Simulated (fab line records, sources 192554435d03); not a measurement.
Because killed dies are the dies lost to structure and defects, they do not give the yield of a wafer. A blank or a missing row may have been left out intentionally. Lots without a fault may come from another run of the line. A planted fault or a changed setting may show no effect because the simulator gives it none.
The tool behind it: which one?	flow n5Finfet	Sampling: 11 lots, 31 wafers, 5 of 1938 route steps

## WHAT EACH GAUGE READ, for each wafer
The record holds no reading of a measuring or inspecting step that can be judged against a usual standard deviation.

## EACH LOT AND THE TOOL THAT RAN IT (in order: tool; ch and the chambers of the sampled wafers; start)
lot	N5_BEOL_M8_STRIP_36	N5_MIM_BOT_ETCH_ETCH_04	N5_PASSIVATION_PECVD_55	N5_PASSIVATION_DESCUM_12	N5_PASSIVATION_PROBE_49
L869	rieDiel-04 ch 0,1, day 10 22:09	rieDiel-06 ch 0,2, day 13 09:43	pecvd-03 ch 0,2, day 13 11:05	rieDiel-01 ch 0,1, day 13 14:37	-
L873	rieDiel-06 ch 0,1,2, day 12 07:35	rieDiel-04 ch 0,1,2, day 14 16:46	pecvd-02 ch 0,2, day 14 17:35	rieDiel-01 ch 1,2,3, day 14 19:16	-
L874	rieDiel-03 ch 0,2,3, day 12 07:42	rieDiel-04 ch 0,2,3, day 14 23:03	pecvd-02 ch 0,2, day 14 23:56	rieDiel-01 ch 0,2,3, day 15 00:38	-
L876	rieDiel-03 ch 0,1,3, day 13 07:22	rieDiel-06 ch 0,1,3, day 15 17:54	pecvd-04 ch 0,1,2, day 15 18:43	rieDiel-02 ch 0,1,3, day 15 19:20	prober-01, day 16 02:46
L877	rieDiel-06 ch 1,2,3, day 13 10:24	rieDiel-06 ch 1,2, day 16 03:47	pecvd-04 ch 0,1,2, day 16 04:37	rieDiel-02 ch 1,2,3, day 16 06:12	-
L879	rieDiel-04 ch 1,3, day 13 23:33	rieDiel-03 ch 2,3, day 16 13:22	pecvd-03 ch 0,1, day 16 14:13	rieDiel-02 ch 2, day 16 14:42	-
L878	rieDiel-06 ch 0,1,2, day 13 23:56	rieDiel-06 ch 0,1,3, day 16 08:52	pecvd-02 ch 0,2, day 16 09:41	rieDiel-02 ch 0,3, day 16 10:29	-
L884	rieDiel-03 ch 0,1,2, day 15 03:58	rieDiel-04 ch 0,2,3, day 17 12:49	pecvd-03 ch 2, day 17 13:57	rieDiel-05 ch 1,3, day 17 16:58	-
L882	rieDiel-04 ch 0,1,2, day 15 04:21	rieDiel-04 ch 0,2,3, day 17 15:47	pecvd-04 ch 0,2, day 17 16:37	rieDiel-01 ch 1,3, day 17 18:34	-
L885	rieDiel-06 ch 0,2, day 15 09:28	rieDiel-03 ch 1,2,3, day 17 20:27	pecvd-02 ch 0,2, day 17 21:16	rieDiel-05 ch 0,1,2, day 17 21:53	prober-02, day 18 04:53
L887	rieDiel-06 ch 0,2,3, day 15 19:29	rieDiel-03 ch 1,2, day 18 15:56	pecvd-04 ch 0,1,2, day 18 16:47	rieDiel-02 ch 2,3, day 18 19:37	prober-01, day 19 03:04
- N5_BEOL_M8_STRIP_36: strips in N2/H2.
- N5_MIM_BOT_ETCH_ETCH_04: etches SiNx in CF4/O2, target depth 26 nm, time 13 s.
- N5_PASSIVATION_PECVD_55: deposits SiO2 from SiH4/N2O, target thk 400 nm, time 22.5 s.
- N5_PASSIVATION_DESCUM_12: chemistry O2, time 7.9 s.
- N5_PASSIVATION_PROBE_49

## WHAT THE TOOLS THEMSELVES READ (means of the sampled wafers that have a number; where no wafer has one, the mark that the record gives instead)
N5_BEOL_M8_STRIP_36. Usual: drypumpMotorCurrentA 5.5 A, standard deviation 0.47; oesProductAu 0.80 a.u., standard deviation 0.066; powerW 450.3 W, standard deviation 1.3; rfVppV 59.0 V, standard deviation 1.5; showerheadPlenumPTorr 2.55 Torr, standard deviation 0.091; throttleValvePct 23.52 %, standard deviation 0.25.
lot	tool	drypumpMotorCurrentA (A)	oesProductAu (a.u.)	powerW (W)	rfVppV (V)	showerheadPlenumPTorr (Torr)	throttleValvePct (%)	flag
L869	rieDiel-04	5.3	0.77	450.0	55.5	2.43	23.41	
L873	rieDiel-06	5.5	0.87	452.5	59.1	2.61	23.55	
L874	rieDiel-03	5.5	0.77	449.7	59.7	2.50	23.66	
L876	rieDiel-03	5.7	0.75	449.6	60.6	2.53	23.43	
L877	rieDiel-06	5.4	0.86	449.5	59.5	2.64	23.44	
L879	rieDiel-04	5.8	0.69	449.8	58.8	2.45	23.20	
L878	rieDiel-06	5.5	0.85	449.2	58.0	2.61	23.56	
L884	rieDiel-03	5.7	0.76	452.4	58.0	2.52	23.51	
L882	rieDiel-04	5.8	0.78	449.3	57.6	2.44	23.57	
L885	rieDiel-06	5.3	0.84	450.9	58.6	2.57	23.62	
L887	rieDiel-06	5.2	0.85	450.3	59.1	2.60	23.52	

N5_MIM_BOT_ETCH_ETCH_04. Usual: drypumpMotorCurrentA 5.6 A, standard deviation 0.53; oesProductAu 0.80 a.u., standard deviation 0.076; rfVppV 240 V, standard deviation 3.9; showerheadPlenumPTorr 2.20 Torr, standard deviation 0.079; throttleValvePct 15.99 %, standard deviation 0.18.
lot	tool	drypumpMotorCurrentA (A)	oesProductAu (a.u.)	rfVppV (V)	showerheadPlenumPTorr (Torr)	throttleValvePct (%)	flag
L869	rieDiel-06	5.3	0.88	240	2.24	15.88	
L873	rieDiel-04	5.8	0.81	238	2.13	15.98	
L874	rieDiel-04	5.8	0.79	237	2.16	16.06	
L876	rieDiel-06	5.4	0.83	243	2.30	16.07	
L877	rieDiel-06	5.7	0.84	242	2.29	15.96	
L879	rieDiel-03	5.7	0.74	242	2.11	16.04	
L878	rieDiel-06	5.4	0.83	244	2.29	16.07	
L884	rieDiel-04	5.9	0.84	236	2.15	15.93	
L882	rieDiel-04	5.8	0.84	236	2.15	15.93	
L885	rieDiel-03	5.9	0.73	243	2.14	15.99	
L887	rieDiel-03	6.1	0.73	245	2.17	15.98	

N5_PASSIVATION_PECVD_55. Usual: heaterPowerW 743 W, standard deviation 120; showerheadPlenumPTorr 8.17 Torr, standard deviation 0.15; throttleValvePct 52 %, standard deviation 5.2.
lot	tool	heaterPowerW (W)	showerheadPlenumPTorr (Torr)	throttleValvePct (%)	flag
L869	pecvd-03	796	8.23	55	
L873	pecvd-02	809	7.98	50	
L874	pecvd-02	879	7.98	51	
L876	pecvd-04	649	8.18	51	
L877	pecvd-04	603	8.17	51	
L879	pecvd-03	775	8.24	58	
L878	pecvd-02	836	7.97	50	
L884	pecvd-03	853	8.34	47	
L882	pecvd-04	585	8.25	50	
L885	pecvd-02	909	7.99	50	
L887	pecvd-04	614	8.16	51	

N5_PASSIVATION_DESCUM_12. Usual: drypumpMotorCurrentA 5.9 A, standard deviation 0.32; oesProductAu 0.81 a.u., standard deviation 0.083; rfVppV 243.5 V, standard deviation 1.3; showerheadPlenumPTorr 2.12 Torr, standard deviation 0.059; throttleValvePct 20.44 %, standard deviation 0.22.
lot	tool	drypumpMotorCurrentA (A)	oesProductAu (a.u.)	rfVppV (V)	showerheadPlenumPTorr (Torr)	throttleValvePct (%)	flag
L869	rieDiel-01	6.0	0.85	243.4	2.12	20.56	
L873	rieDiel-01	5.8	0.86	244.4	2.15	20.44	
L874	rieDiel-01	6.0	0.83	243.9	2.14	20.46	
L876	rieDiel-02	5.8	0.80	243.7	2.16	20.52	
L877	rieDiel-02	6.1	0.87	244.1	2.12	20.21	
L879	rieDiel-02	6.2	0.93	242.9	2.05	20.04	
L878	rieDiel-02	6.0	0.79	244.1	2.19	20.63	
L884	rieDiel-05	5.8	0.80	242.8	2.11	20.43	
L882	rieDiel-01	5.8	0.80	243.2	2.11	20.52	
L885	rieDiel-05	5.7	0.76	242.8	2.06	20.40	
L887	rieDiel-02	6.2	0.86	243.3	2.10	20.20	

N5_PASSIVATION_PROBE_49. Usual: defectLimitedYield 91.2 %, standard deviation 1.4; killed_at_M0_to_M3 34, standard deviation 9.4; killed_at_M4_up 14, standard deviation 5.6; killedAtContacts 13, standard deviation 7.8; killedAtFrontEnd 37, standard deviation 10; killedAtOther 4, standard deviation 3.3; killedDies 103, standard deviation 17; killedOpen 68, standard deviation 13; killedShort 33, standard deviation 8.2; sort_bin_5_function 5.1 %, standard deviation 0.92; sort_bin_6_memory 3.3 %, standard deviation 0.71; sort_bin_8_speed 0.01 %, standard deviation 0.043; sortNPass 1077, standard deviation 17.
lot	tool	defectLimitedYield (%)	killed_at_M0_to_M3	killed_at_M4_up	killedAtContacts	killedAtFrontEnd	killedAtOther	killedDies	killedOpen	killedShort	sort_bin_5_function (%)	sort_bin_6_memory (%)	sort_bin_8_speed (%)	sortNPass	flag
L876	prober-01	91.7	35	12	17	29	5	98	65	31	5.0	3.0	0.00	1082	
L885	prober-02	83.5	34	103	16	38	3	194	71	35	10.2	4.3	0.00	986	OFF
L887	prober-01	88.1	28	62	17	30	4	141	72	23	7.2	3.8	0.00	1039	OFF

## THE ANSWER, worked out from the rows above alone
Rule: a lot is off if the mean of its wafers that have a number lies more than 3 standard deviations from the usual mean. A lot without any number at a reading at which 4 lots or more have one is off too. All remaining lots with rows at the step are treated as sound. Order of review: gauges by route order, followed by the tools' own readings, for which a lot's mean as printed above is used. The first step at which some lot is off is used, and at that step the reading that is off furthest; a lot without a number counts as furthest.
Off at N5_PASSIVATION_PROBE_49 (killed_at_M4_up): L885, L887. Neither off nor sound, because the step has no rows for them: L869, L873, L874, L877, L879, L878, L884, L882.
If a tool, at that step or one of the process steps before it, ran each lot that is off and ran no sound lot following the first of them, it fits. Can't be told from this: 2 tools fit, rieDiel-06 at N5_BEOL_M8_STRIP_36, rieDiel-03 at N5_MIM_BOT_ETCH_ETCH_04.

## WHAT WAS PUT IN BY THE SIMULATOR
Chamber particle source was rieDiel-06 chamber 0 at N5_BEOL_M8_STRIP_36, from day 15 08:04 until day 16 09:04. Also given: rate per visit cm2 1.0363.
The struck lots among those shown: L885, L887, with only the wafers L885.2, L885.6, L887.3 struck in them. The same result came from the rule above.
